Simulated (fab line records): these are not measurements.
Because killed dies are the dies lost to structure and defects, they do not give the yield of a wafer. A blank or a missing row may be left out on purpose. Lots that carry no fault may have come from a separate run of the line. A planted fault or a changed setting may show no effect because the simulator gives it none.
Which tool was responsible? -- flow n5-finfet -- Sampling: 10 lots, 30 wafers, 5 of 1938 route steps

WHAT EACH GAUGE READ, for each wafer
N5_BEOL_M4_RC_MEAS_101. Usual: DIBL_N 35.9 mV/V, standard deviation 1.4; DIBL_P 35.9 mV/V, standard deviation 1.7; EOT_N 10.52, standard deviation 0.098; EOT_P 10.46, standard deviation 0.082; IGATE_N 0.0129 nA/um, standard deviation 0.0017; IGATE_P 0.0038 nA/um, standard deviation 0.00048; IOFF_N 0.155 nA/um, standard deviation 0.023; IOFF_P 0.201 nA/um, standard deviation 0.029; ION_N 672 uA/um, standard deviation 8.8; ION_P 460 uA/um, standard deviation 7; SS_N 71.6 mV/dec, standard deviation 0.48; SS_P 73.1 mV/dec, standard deviation 0.64; VT_N 250.0 mV, standard deviation 3; VT_P -251.6 mV, standard deviation 3.
lot,measured,on,DIBL_N (mV/V),DIBL_P (mV/V),EOT_N,EOT_P,IGATE_N (nA/um),IGATE_P (nA/um),IOFF_N (nA/um),IOFF_P (nA/um),ION_N (uA/um),ION_P (uA/um),SS_N (mV/dec),SS_P (mV/dec),VT_N (mV),VT_P (mV),flag
L832,day 8 14:56,prober-02,35.3 35.4 36.0,34.0 34.6 36.0,10.48 10.63 10.50,10.48 10.49 10.42,0.0119 0.0120 0.0120,0.0036 0.0036 0.0036,0.146 0.144 0.163,0.207 0.206 0.232,672 670 688,469 462 475,71.8 71.1 72.0,72.6 73.0 73.2,252.7 250.4 248.6,-248.6 -247.5 -247.8,
L833,day 9 02:19,prober-02,36.2 37.7 35.9,35.5 36.6 35.5,10.49 10.58 10.57,10.55 10.47 10.41,0.0123 0.0125 0.0127,0.0038 0.0038 0.0038,0.143 0.163 0.145,0.188 0.202 0.190,669 666 674,458 456 462,71.7 72.1 71.3,72.4 73.5 72.6,251.5 251.0 250.1,-255.1 -252.9 -252.0,
L835,day 8 23:53,prober-01,32.8 35.5 35.6,34.9 37.1 37.1,10.43 10.38 10.47,10.40 10.27 10.50,0.0141 0.0167 0.0138,0.0042 0.0050 0.0041,0.126 0.165 0.161,0.168 0.200 0.208,663 671 668,453 456 459,71.3 71.5 72.1,73.3 73.6 73.6,254.2 250.1 251.3,-257.0 -254.1 -250.2,
L836,day 9 10:04,prober-01,34.1 35.3 36.0,35.0 36.8 37.7,10.60 10.43 10.65,10.55 10.37 10.43,0.0114 0.0157 0.0124,0.0034 0.0046 0.0037,0.128 0.150 0.161,0.162 0.179 0.186,660 674 676,452 457 460,71.6 71.1 72.0,72.4 73.4 73.6,252.3 249.7 251.4,-254.1 -254.3 -253.0,
L837,day 10 00:45,prober-02,33.8 35.1 34.4,33.6 34.5 34.1,10.54 10.44 10.28,10.44 10.39 10.29,0.0126 0.0150 0.0178,0.0037 0.0044 0.0052,0.126 0.141 0.131,0.147 0.155 0.148,669 669 665,453 443 448,70.9 71.8 70.8,72.7 72.7 72.1,251.1 251.5 252.5,-256.9 -256.8 -256.1,
L838,day 10 08:11,prober-01,37.8 38.1 36.6,38.9 38.7 35.8,10.51 10.43 10.38,10.57 10.42 10.50,0.0120 0.0122 0.0107,0.0036 0.0037 0.0032,0.193 0.199 0.166,0.216 0.217 0.174,688 687 660,460 466 446,71.6 71.6 71.7,74.2 74.5 72.2,244.7 247.1 249.3,-251.0 -250.6 -253.7,
L840,day 11 03:59,prober-01,34.5 37.0 35.2,35.1 37.8 35.1,10.63 10.63 10.57,10.57 10.50 10.46,0.0106 0.0119 0.0114,0.0032 0.0036 0.0035,0.126 0.169 0.134,0.184 0.221 0.179,654 685 661,457 474 460,71.1 71.7 70.8,72.0 73.6 72.5,255.7 249.0 250.9,-250.0 -250.5 -252.3,
L842,day 11 05:29,prober-02,36.2 35.2 37.1,34.6 33.5 35.2,10.52 10.39 10.55,10.43 10.36 10.40,0.0132 0.0140 0.0140,0.0040 0.0042 0.0041,0.138 0.123 0.146,0.180 0.166 0.188,671 666 672,461 453 462,70.9 70.5 71.4,72.2 72.1 72.7,249.2 253.1 251.4,-253.5 -256.0 -252.9,
L848,day 12 15:20,prober-02,33.5 34.9 34.1,33.6 35.5 34.6,10.00 10.42 10.48,9.99 10.45 10.50,0.0317 0.0159 0.0124,0.0091 0.0046 0.0035,0.120 0.134 0.125,0.134 0.149 0.140,667 680 658,452 456 445,71.2 71.4 71.2,72.7 73.7 72.8,255.0 254.3 251.2,-259.7 -256.1 -257.9,OFF
L853,day 13 23:38,prober-02,35.6 34.9 33.5,34.0 34.2 32.8,10.64 10.62 10.59,10.57 10.66 10.55,0.0108 0.0100 0.0111,0.0033 0.0031 0.0034,0.141 0.131 0.113,0.186 0.198 0.168,649 668 654,448 462 454,71.7 71.1 71.0,72.6 73.4 72.6,255.4 250.9 256.9,-253.7 -251.9 -252.6,

WHAT TOOL EACH LOT RAN ON (gives the tool, then ch and the chambers of the sampled wafers, and finally the start)
lot,N5_HKMG_FIN_IL_REGROW_00,N5_BEOL_M4_SPUTTER_92,N5_BEOL_M4_SPUTTER_96,N5_BEOL_M4_CO_CAP_55
L832,"ald-hk-03 ch 0,1,3, day 4 12:23","pvd-sputter-02, day 8 13:24","pvd-sputter-02, day 8 13:50","cvd-co-02 ch 1,2, day 8 14:42"
L833,"ald-hk-03 ch 0,3, day 4 15:40","pvd-sputter-02, day 9 00:46","pvd-sputter-02, day 9 01:13","cvd-co-01 ch 1,2, day 9 02:05"
L835,"ald-hk-02 ch 1,2, day 5 07:32","pvd-sputter-02, day 8 22:20","pvd-sputter-02, day 8 22:47","cvd-co-01 ch 0,1, day 8 23:39"
L836,"ald-hk-03 ch 0,2, day 5 12:13","pvd-sputter-02, day 9 08:22","pvd-sputter-02, day 9 08:49","cvd-co-02 ch 0,1, day 9 09:50"
L837,"ald-hk-03 ch 0,1,3, day 5 18:20","pvd-sputter-03, day 9 23:13","pvd-sputter-03, day 9 23:39","cvd-co-01 ch 0,2, day 10 00:31"
L838,"ald-hk-01 ch 0,1, day 6 03:43","pvd-sputter-03, day 10 06:37","pvd-sputter-03, day 10 07:04","cvd-co-02 ch 1,2, day 10 07:55"
L840,"ald-hk-02 ch 0,2, day 6 17:26","pvd-sputter-02, day 11 02:16","pvd-sputter-02, day 11 02:43","cvd-co-02 ch 0,2, day 11 03:35"
L842,"ald-hk-03 ch 0,1,3, day 7 02:02","pvd-sputter-03, day 11 03:38","pvd-sputter-03, day 11 04:04","cvd-co-01 ch 0,1,2, day 11 05:15"
L848,"ald-hk-03 ch 0,1,2, day 8 10:49","pvd-sputter-02, day 12 13:38","pvd-sputter-02, day 12 14:04","cvd-co-02 ch 0,2, day 12 14:57"
L853,"ald-hk-01 ch 0,1,2, day 9 22:29","pvd-sputter-02, day 13 21:57","pvd-sputter-02, day 13 22:23","cvd-co-02 ch 0,1,2, day 13 23:15"
- N5_HKMG_FIN_IL_REGROW_00: material SiO2, chemistry O3, target thk 0.75 nm, time 30 s.
- N5_BEOL_M4_SPUTTER_92: material Cu, target thk 4.5 nm, time 8.29 s.
- N5_BEOL_M4_SPUTTER_96: material Cu, target thk 4.5 nm, time 8.29 s.
- N5_BEOL_M4_CO_CAP_55: material Co, precursor CCTBA/H2, target thk 2 nm, time 102.1 s.

AS READ BY THE TOOLS THEMSELVES (means over the sampled wafers that have a number; for cases with no such wafer, the mark the record gives instead)
N5_BEOL_M4_SPUTTER_92. Usual: chuck-gas-flow-sccm 1.26 sccm, standard deviation 0.054; substrate-temp-c -20.00 C, standard deviation 0.11; throttle-valve-pct 29.6 %, standard deviation 0.8.
lot,tool,chuck-gas-flow-sccm (sccm),substrate-temp-c (C),throttle-valve-pct (%),flag
L832,pvd-sputter-02,1.27,-20.07,29.2,
L833,pvd-sputter-02,1.24,-20.02,28.9,
L835,pvd-sputter-02,1.23,-20.04,29.0,
L836,pvd-sputter-02,1.27,-19.94,29.3,
L837,pvd-sputter-03,1.29,-19.98,30.5,
L838,pvd-sputter-03,1.27,-20.00,30.5,
L840,pvd-sputter-02,1.28,-19.99,29.2,
L842,pvd-sputter-03,1.26,-20.07,30.0,
L848,pvd-sputter-02,1.24,-20.03,29.2,
L853,pvd-sputter-02,1.31,-20.00,29.3,

N5_BEOL_M4_SPUTTER_96. Usual: chuck-gas-flow-sccm 1.26 sccm, standard deviation 0.051; substrate-temp-c -20.00 C, standard deviation 0.12; throttle-valve-pct 29.6 %, standard deviation 0.79.
lot,tool,chuck-gas-flow-sccm (sccm),substrate-temp-c (C),throttle-valve-pct (%),flag
L832,pvd-sputter-02,1.26,-20.10,29.2,
L833,pvd-sputter-02,1.27,-20.00,28.9,
L835,pvd-sputter-02,1.32,-19.98,28.8,
L836,pvd-sputter-02,1.29,-19.99,29.1,
L837,pvd-sputter-03,1.27,-20.09,30.5,
L838,pvd-sputter-03,1.24,-19.96,30.2,
L840,pvd-sputter-02,1.22,-19.95,29.3,
L842,pvd-sputter-03,1.23,-19.95,30.0,
L848,pvd-sputter-02,1.28,-19.88,29.1,
L853,pvd-sputter-02,1.29,-20.03,29.2,

N5_BEOL_M4_CO_CAP_55. Usual: 242 W for heater-power-w, sd 19.
lot,tool,heater-power-w (W),flag
L832,cvd-co-02,250,
L833,cvd-co-01,239,
L835,cvd-co-01,257,
L836,cvd-co-02,224,
L837,cvd-co-01,244,
L838,cvd-co-02,256,
L840,cvd-co-02,228,
L842,cvd-co-01,243,
L848,cvd-co-02,224,
L853,cvd-co-02,236,

THE ANSWER, worked out from the rows above alone
Rule: lot off if the mean of its wafers having a number is beyond 3 standard deviations from the usual mean. A lot without any number at a reading at which 4 lots or more have one is off too. The other lots that the step has rows for count as sound. After the gauges, taken in route order, come the tools' own readings; for these a lot's mean is taken, as printed above. The first step at which some lot is off is used, and at that step the reading that is off furthest; a lot without a number counts as furthest.
Off: L848, seen at N5_BEOL_M4_RC_MEAS_101 (IGATE_N).
A tool fits if, at a process step before that reading, it ran every lot that is off, and no sound lot after the first of them. The gauges at N5_BEOL_M4_RC_MEAS_101 are tried like those tools. One candidate fits, namely ald-hk-03 at N5_HKMG_FIN_IL_REGROW_00. Its last sound lot is L842 (day 7 02:02), its first lot that is off L848 (day 8 10:49): a fault that began between those two fits.

WHAT THE SIMULATOR PUT IN
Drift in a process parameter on ald-hk-03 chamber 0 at N5_HKMG_FIN_IL_REGROW_00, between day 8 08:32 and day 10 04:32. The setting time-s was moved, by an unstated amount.
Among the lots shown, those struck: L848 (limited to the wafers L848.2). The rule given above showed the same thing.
